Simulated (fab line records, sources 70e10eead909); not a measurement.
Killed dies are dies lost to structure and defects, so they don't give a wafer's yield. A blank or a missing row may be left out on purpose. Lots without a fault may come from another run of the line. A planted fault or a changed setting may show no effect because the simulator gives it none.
A struck lot beside a sound one | flow nand_harc | 14 steps out of a route of 1159
Sound: wafers L526.1, L526.4, L526.5. Struck: wafer L537.5. (L537.4 of the same lot was not struck and is left out.) The cause comes at the end.
At each step with rows: each side's tool, then ch and its chambers, then its first start. Under that, the readings that differ: sound wafers | struck wafers | difference of the means | sigmas: that difference in standard deviations of wafers without a fault.
alike: readings whose means differ by less than 2 such deviations, and words and numbers that are the same on both sides. not compared: withheld readings, readings that some wafer has no value for, bounds like >300 that may hide the same value, and numbers for which the record gives no deviation and whose values overlap.
The two part at a step that has a row with sigmas, a row that says differs or no value, or rows on one side only. Numbers that don't overlap but have no deviation are shown without sigmas and don't part them. A reading that every wafer of one side lacks parts them only if that side has two wafers or more.

first, 5 steps without rows for these wafers: NHARC_A_CHANNEL_HOLE_D1_SOFTBAKE_05 (time 55 s); NHARC_A_CHANNEL_HOLE_D1_EBR_06; NHARC_A_CHANNEL_HOLE_D1_EXPOSE_07 (exposes mask HOLE D1, target cd 100 nm); NHARC_A_CHANNEL_HOLE_D1_PEB_08 (peb time 65 s); NHARC_A_CHANNEL_HOLE_D1_DEVELOP_09 (develop time 35 s).
NHARC_A_CHANNEL_HOLE_D1_CD_MEAS_10: target cd 100 nm.
  sound on cd_sem-02 ch 0, day 9 11:13; struck on cd_sem-03 ch 0, day 12 06:33
  alike: cd_nm
NHARC_A_CHANNEL_HOLE_D1_OVL_MEAS_11:
  sound on overlay-02, day 9 11:18; struck on overlay-01, day 12 06:38
  reading           | sound          | struck | difference | sigmas
  overlay_y_nm (nm) | -0.8 -1.6 -0.9 | 0.4    | +1.5       | +2
  alike: overlay_x_nm
NHARC_A_CHANNEL_HOLE_D1_INSPECT_12:
  sound on defect_inspect-02, day 9 11:20; struck on defect_inspect-02, day 12 06:40
  alike: raw_defect_count
NHARC_A_CHANNEL_HOLE_D1_DESCUM_15: chemistry O2, time 3 s.
  sound on rie_diel-04 ch 0,2,3, day 9 11:24; struck on rie_diel-04 ch 0, day 12 06:43
  alike: chamber_pressure_mTorr, drypump_motor_current_A, oes_product_au, rf_vpp_V, showerhead_plenum_p_Torr, throttle_valve_pct
  not compared: rf_hours_counter_h
NHARC_A_CHANNEL_HOLE_D1_ETCH_38: etches the open film in CF4, target depth 39 nm, time 65 s.
  sound on rie_diel-04 ch 0,2,3, day 9 11:29; struck on rie_diel-04 ch 1, day 12 06:49
  alike: cf4_flow_sccm, chamber_pressure_mTorr, drypump_motor_current_A, oes_product_au, rf_vpp_V, showerhead_plenum_p_Torr, throttle_valve_pct
  not compared: rf_hours_counter_h
NHARC_A_CHANNEL_HOLE_D1_ETCH_39: etches the open film in N2/H2, target depth 260 nm, time 325 s.
  sound on rie_diel-04 ch 0,1,3; struck on rie_diel-04 ch 1
  alike: chamber_pressure_mTorr, drypump_motor_current_A, oes_product_au, rf_vpp_V, showerhead_plenum_p_Torr, throttle_valve_pct
  not compared: rf_hours_counter_h
NHARC_A_CHANNEL_HOLE_D1_ETCH_34: etches the open film in CF4/CHF3, target depth 154 nm, time 77 s.
  sound on rie_diel-04 ch 0,1,2; struck on rie_diel-04 ch 2
  alike: cf4_flow_sccm, chamber_pressure_mTorr, drypump_motor_current_A, oes_product_au, rf_vpp_V, showerhead_plenum_p_Torr, throttle_valve_pct
  not compared: rf_hours_counter_h
NHARC_A_CHANNEL_HOLE_D1_ETCH_16: etches the open film in O2/COS, target depth 3100 nm, time 806 s.
  sound on rie_diel-04 ch 0,1, day 9 11:56; struck on rie_diel-04 ch 2, day 12 07:22
  reading                     | sound             | struck | difference | sigmas
  drypump_motor_current_A (A) | 6.1 6.0 6.2       | 5.1    | -1.0       | -2
  oes_product_au (a.u.)       | 0.999 1.001 0.983 | 0.864  | -0.130     | -11
  alike: chamber_pressure_mTorr, rf_vpp_V, showerhead_plenum_p_Torr, throttle_valve_pct
  not compared: rf_hours_counter_h
NHARC_A_CHANNEL_HOLE_D1_CD_MEAS_18:
  sound on cd_sem-01, day 9 12:31; struck on cd_sem-01, day 12 07:51
  alike: cd_nm

WHERE THEY PART
First at NHARC_A_CHANNEL_HOLE_D1_OVL_MEAS_11; last, within this record, at NHARC_A_CHANNEL_HOLE_D1_ETCH_16. Later steps at which nothing parts them and some readings are alike: NHARC_A_CHANNEL_HOLE_D1_CD_MEAS_18.

WHY: what the simulator had put in
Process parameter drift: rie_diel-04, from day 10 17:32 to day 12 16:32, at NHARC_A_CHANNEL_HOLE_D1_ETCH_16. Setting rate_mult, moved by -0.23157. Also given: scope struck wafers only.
